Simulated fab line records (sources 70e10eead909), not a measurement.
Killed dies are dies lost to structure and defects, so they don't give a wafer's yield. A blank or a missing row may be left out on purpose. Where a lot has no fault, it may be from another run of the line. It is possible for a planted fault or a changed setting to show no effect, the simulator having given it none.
fab line records | flow nandHarc | part 2 of 2: steps 5 to 6 of 6
[record] lots = 24 wafers = 72 lastDay = 24
route steps=1159 shown A_STAIRCASE@646 A_SGD_CUT@762
lots with no fault: from the same line, run without faults
startH: start of the lot's first displayed wafer, in hours after the record's first day | waitH: how many hours have passed since the lot's step before this one | " same as the row above | L1.1+2: a single row standing in for several wafers | - no value, or no start given | * or withheld: withheld | < > ~ a bound
route shown NAME@n: names a module that has steps shown in the file, with the first one's number in the route | usual: average and standard deviation across the fault-free wafers | same: alike in all rows | chamber/n: place in a boat | sites: each site's reading | _std_site: standard deviation across them | _edge_site: inner sites' mean taken away from outer sites' mean | radiusMm: how far each site lies from the wafer's centre | mask NAME#n: copy n | behind: tool/chamber where the wafer was last shaped | hold: what put the lot on hold/how long, in hours/how the hold closed | device: whichever transistor did not switch (one of n, p or np) | end of line: at the end of the route, the tests of the same wafers | step lacking rows: just its recipe | killed: at the first sort, the dies lost to defects and structure; wafer yield is something else | map: a wafer's dies, x killed, . not, _ none there
set.NAME: the setting the step ran with; set.NAME@STEP: the setting that earlier step ran with | model.NAME: the simulator's own value behind a step, which no gauge read
a sample of lots followed through the steps of the route, with each step as a table and each wafer as a row
services: when a tool's chamber went out of use (startH, in hours from the record's first day, below 0 if earlier), for how many hours, and the reason
[[steps]]
[step NHARC_A_STAIRCASE_CMP_152]
[usual] motorCurrentA = 12.2/1.2 slurryFilterDpKPa = 13.50/0.12
// columns lot.wafer tool chamber startH waitH motorCurrentA slurryFilterDpKPa
L075.1 cmp-03 3 301.17 0.1 13.7 13.51
L075.4 " 1 " " 12.2 13.50
L075.3 " 2 " " 11.9 13.35
L074.1 cmp-02 3 301.43 0.1 11.8 13.59
L074.6 " 3 " " 12.5 13.65
L074.5 " 0 " " 10.1 13.68
L076.4 cmp-01 2 314.28 0.1 9.6 13.54
L076.2 " 0 " " 11.1 13.41
L076.5 " 1 " " 13.5 13.40
L077.1 cmp-03 3 319.23 0.1 12.6 13.43
L077.5 " 3 " " 13.0 13.66
L077.6 " 0 " " 11.8 13.45
L078.3 cmp-03 3 332.23 0.1 13.5 13.62
L078.4 " 1 " " 12.0 13.38
L078.6 " 0 " " 12.3 13.47
L079.3 cmp-03 1 341.47 0.1 12.8 13.34
L079.2 " 2 " " 12.0 13.42
L079.1 " 3 " " 13.0 13.47
L080.2 cmp-01 0 341.66 0.1 10.9 13.70
L080.6 " 1 " " 13.7 13.34
L080.5 " 2 " " 10.4 13.43
L083.3 cmp-02 3 354.31 0.1 12.7 13.51
L083.2 " 1 " " 13.6 13.48
L083.6 " 2 " " 12.4 13.59
L082.1 cmp-03 0 354.60 0.1 12.0 13.60
L082.3 " 1 " " 12.9 13.61
L082.5 " 0 " " 12.7 13.53
L081.3 cmp-01 1 354.89 0.1 13.3 13.46
L081.4 " 3 " " 12.3 13.34
L081.5 " 1 " " 13.1 13.65
L084.4 cmp-03 1 364.78 0.1 12.9 13.53
L084.3 " 0 " " 12.6 13.44
L084.6 " 1 " " 13.0 13.44
L085.3 cmp-01 1 381.20 0.1 13.3 13.49
L085.5 " 0 " " 10.9 13.55
L085.6 " 1 " " 13.3 13.23
L087.3 cmp-02 0 381.32 0.1 10.1 13.63
L087.5 " 0 " " 9.7 13.50
L087.6 " 1 " " 14.1 13.56
L086.3 cmp-01 1 381.54 0.1 13.1 13.70
L086.1 " 3 " " 13.0 13.47
L086.6 " 1 " " 12.9 13.52
L090.2 cmp-01 2 403.33 0.1 9.4 13.43
L090.4 " 0 " " 11.0 13.42
L090.6 " 2 " " 9.5 13.46
L089.1 cmp-03 0 403.48 0.1 12.4 13.67
L089.4 " 1 " " 12.7 13.61
L089.5 " 1 " " 12.3 13.36
L088.4 cmp-03 3 403.67 0.1 12.8 13.33
L088.1 " 0 " " 12.6 13.48
L088.3 " 1 " " 12.6 13.39
L091.2 cmp-01 1 405.13 0.1 13.6 13.53
L091.4 " 2 " " 9.8 13.66
L091.6 " 3 " " 12.9 13.64
L093.1 cmp-01 0 416.28 0.1 11.1 13.66
L093.2 " 1 " " 13.3 13.60
L093.6 " 0 " " 11.8 13.40
L092.2 cmp-03 3 416.35 0.1 13.8 13.40
L092.3 " 0 " " 13.0 13.65
L092.5 " 1 " " 13.0 13.51
L096.2 cmp-01 3 431.80 0.1 12.8 13.42
L096.5 " 1 " " 13.4 13.29
L096.6 " 2 " " 9.7 13.45
L094.4 cmp-03 0 431.93 0.1 12.4 13.55
L094.5 " 0 " " 12.0 13.56
L094.6 " 1 " " 12.5 13.42
L095.3 cmp-01 1 432.33 0.1 13.5 13.42
L095.2 " 2 " " 9.6 13.63
L095.6 " 1 " " 13.6 13.41
L097.3 cmp-02 1 445.06 0.1 13.6 13.40
L097.4 " 2 " " 12.5 13.52
L097.5 " 1 " " 13.6 13.53
[step NHARC_A_SGD_CUT_ETCH_58]
[recipe] targetDepthA = 390 overEtchFrac = 0.3 timeS = 65 ionEnergyEv = 80 cf4FlowSccm = 150 arFlowSccm = 0 rfW = 300 biasW = 100 chemistry = CF4
[usual] drypumpMotorCurrentA = 5.8/0.6 oesProductAu = 1.001/0.012 rfVppV = 151.4/1.3 showerheadPlenumPTorr = 1.78/0.08 throttleValvePct = 13.283/0.0086
[same] timeS = 65
// columns lot.wafer tool chamber startH waitH drypumpMotorCurrentA oesProductAu rfHoursCounterH rfVppV showerheadPlenumPTorr throttleValvePct
L075.4 rieDiel-06 0 304.01 0.1 4.9 0.997 5 151.5 1.88 13.288
L075.3 " 1 " " 6.6 0.988 6 148.6 1.67 13.284
L075.1 " 2 " " 5.9 1.021 5 152.6 1.87 13.274
L074.1 rieDiel-07 0 304.40 0.1 6.3 1.014 4 151.3 1.84 13.287
L074.6 " 3 " " 6.1 0.982 - 150.8 1.70 13.304
L074.5 " 0 " " 6.3 1.009 - 151.9 1.84 13.274
L076.4 rieDiel-07 0 317.06 0.1 6.4 1.008 5 152.5 1.84 13.282
L076.2 " 1 " " 5.1 1.008 5 152.4 1.88 13.292
L076.5 " 0 " " 6.4 1.006 - 151.7 1.84 13.276
L077.1 rieDiel-07 0 322.00 0.1 6.4 1.007 6 151.8 1.84 13.280
L077.6 " 0 " " 6.4 1.009 - 151.9 1.84 13.282
L077.5 " 1 " " 5.1 1.006 - 152.7 1.88 13.275
L078.4 rieDiel-07 0 335.38 0.1 6.4 1.018 7 152.4 1.84 13.288
L078.3 " 2 " " 6.7 1.006 6 150.0 1.73 13.292
L078.6 " 0 " " 6.3 1.015 - 151.6 1.84 13.288
L079.3 rieDiel-07 1 345.12 0.1 5.1 1.020 7 151.8 1.88 13.280
L079.1 " 3 " " 6.1 1.000 7 149.7 1.70 13.286
L079.2 " 0 " " 6.4 1.019 7 152.9 1.84 13.286
L080.2 rieDiel-08 3 345.30 0.1 5.7 0.987 3 152.5 1.80 13.278
L080.5 " 3 " " 5.7 0.987 - 152.2 1.80 13.276
L080.6 " 2 " " 6.1 0.994 - 151.4 1.86 13.295
L083.3 rieDiel-06 1 357.18 0.1 6.6 0.992 11 149.6 1.66 13.289
L083.2 " 2 " " 6.0 1.018 10 153.5 1.87 13.293
L083.6 " 1 " " 6.6 0.989 - 150.8 1.66 13.287
L082.1 rieDiel-08 1 357.48 0.1 5.4 0.983 4 149.0 1.68 13.284
L082.3 " 3 " " 5.7 0.995 5 150.4 1.80 13.303
L082.5 " 1 " " 5.4 0.989 - 150.0 1.68 13.276
L081.3 rieDiel-08 1 357.85 0.1 5.4 0.996 4 150.5 1.68 13.301
L081.4 " 2 " " 6.1 0.994 6 151.8 1.86 13.270
L081.5 " 2 " " 6.1 1.006 - 152.9 1.86 13.282
L084.3 rieDiel-06 0 367.56 0.1 4.9 0.999 11 153.2 1.87 13.285
L084.4 " 1 " " 6.6 0.998 12 148.7 1.66 13.286
L084.6 " 0 " " 4.9 0.991 - 152.8 1.87 13.292
L085.3 rieDiel-06 2 384.15 0.1 6.0 1.014 12 153.3 1.87 13.276
L085.6 " 2 " " 6.0 1.017 - 153.3 1.87 13.284
L085.5 " 3 " " 5.1 0.996 - 151.6 1.74 13.278
L087.3 rieDiel-07 3 384.38 0.1 6.1 0.996 10 150.8 1.70 13.272
L087.5 " 2 " " 6.7 1.001 - 151.5 1.72 13.293
L087.6 " 3 " " 6.1 1.009 - 148.9 1.70 13.285
L086.3 rieDiel-06 2 384.51 0.1 5.9 1.026 12 152.5 1.87 13.269
L086.1 " 0 " " 4.9 0.996 13 153.8 1.87 13.284
L086.6 " 2 " " 6.0 1.017 - 152.7 1.87 13.273
L090.2 rieDiel-08 1 406.16 0.1 5.4 0.993 9 149.2 1.68 13.293
L090.4 " 0 " " 5.5 1.012 - 150.2 1.70 13.272
L090.6 " 1 " " 5.4 0.997 - 149.3 1.68 13.292
L089.4 rieDiel-06 3 406.56 0.1 5.1 0.986 15 151.3 1.74 13.284
L089.1 " 2 " " 6.0 1.019 15 152.9 1.87 13.283
L089.5 " 3 " " 5.1 0.991 - 150.3 1.74 13.284
L088.1 rieDiel-06 1 406.86 0.2 6.6 0.983 16 148.1 1.66 13.288
L088.3 " 2 " " 5.9 1.027 15 152.5 1.87 13.289
L088.4 " 3 " " 5.1 0.992 15 152.0 1.74 13.282
L091.2 rieDiel-08 0 408.08 0.1 5.5 1.010 11 149.6 1.70 13.269
L091.4 " 0 " " 5.5 1.012 - 150.3 1.70 13.283
L091.6 " 1 " " 5.4 0.995 - 151.1 1.68 13.277
L093.1 rieDiel-07 1 419.06 0.1 5.1 1.012 0 153.3 1.87 13.283
L093.2 " 3 " " 6.1 1.004 0 148.8 1.70 13.281
L093.6 " 1 " " 5.1 1.001 - 152.9 1.87 13.294
L092.2 rieDiel-08 0 419.31 0.1 5.5 1.000 12 151.4 1.70 13.293
L092.3 " 1 " " 5.4 1.007 11 148.8 1.68 13.266
L092.5 " 2 " " 6.1 1.012 - 151.9 1.86 13.281
L096.2 rieDiel-08 0 434.65 0.1 5.5 1.010 14 150.3 1.70 13.296
L096.6 " 2 " " 6.2 1.003 - 150.2 1.85 13.275
L096.5 " 3 " " 5.7 0.988 - 151.4 1.80 13.261
L094.4 rieDiel-06 2 434.88 0.1 5.9 1.006 0 152.5 1.87 13.273
L094.6 " 3 " " 5.1 0.986 - 150.4 1.74 13.273
L094.5 " 0 " " 4.9 0.984 - 151.9 1.87 13.293
L095.3 rieDiel-07 1 435.13 0.1 5.1 1.004 1 153.0 1.87 13.290
L095.2 " 0 " " 6.4 1.023 1 151.2 1.84 13.277
L095.6 " 1 " " 5.1 1.013 - 153.9 1.87 13.279
L097.4 rieDiel-07 2 448.63 0.1 6.7 0.995 2 150.6 1.72 13.280
L097.3 " 0 " " 6.4 1.013 2 152.8 1.84 13.278
L097.5 " 3 " " 6.1 0.991 - 150.6 1.70 13.274
[[services]]
// columns tool chamber startH hours kind
rieDiel-02 2 219.20 6.0 repair
cmp-03 - 236.64 0.4 repair
rieDiel-01 2 263.02 6.3 repair
rieDiel-01 3 272.30 2.7 repair
cmp-01 - 277.51 4.0 pm
cmp-01 - 284.93 3.4 repair
rieDiel-04 - 288.97 9.0 pm
cmp-03 - 296.32 3.3 repair
cmp-03 - 307.59 4.0 pm
rieDiel-02 0 310.33 8.5 repair
cmp-03 - 313.84 3.7 repair
rieDiel-01 2 323.83 8.6 repair
rieDiel-02 - 327.70 9.0 pm
cmp-03 - 343.86 3.5 repair
cmp-03 - 351.42 2.3 repair
rieDiel-02 3 355.46 16.0 repair
cmp-03 - 374.10 4.0 repair
cmp-01 - 375.52 4.0 pm
cmp-03 - 382.34 0.8 repair
cmp-03 - 387.47 4.0 repair
rieDiel-01 0 390.21 8.2 repair
cmp-03 - 405.59 4.0 pm
cmp-01 - 437.60 5.6 repair
cmp-03 - 443.60 0.5 repair
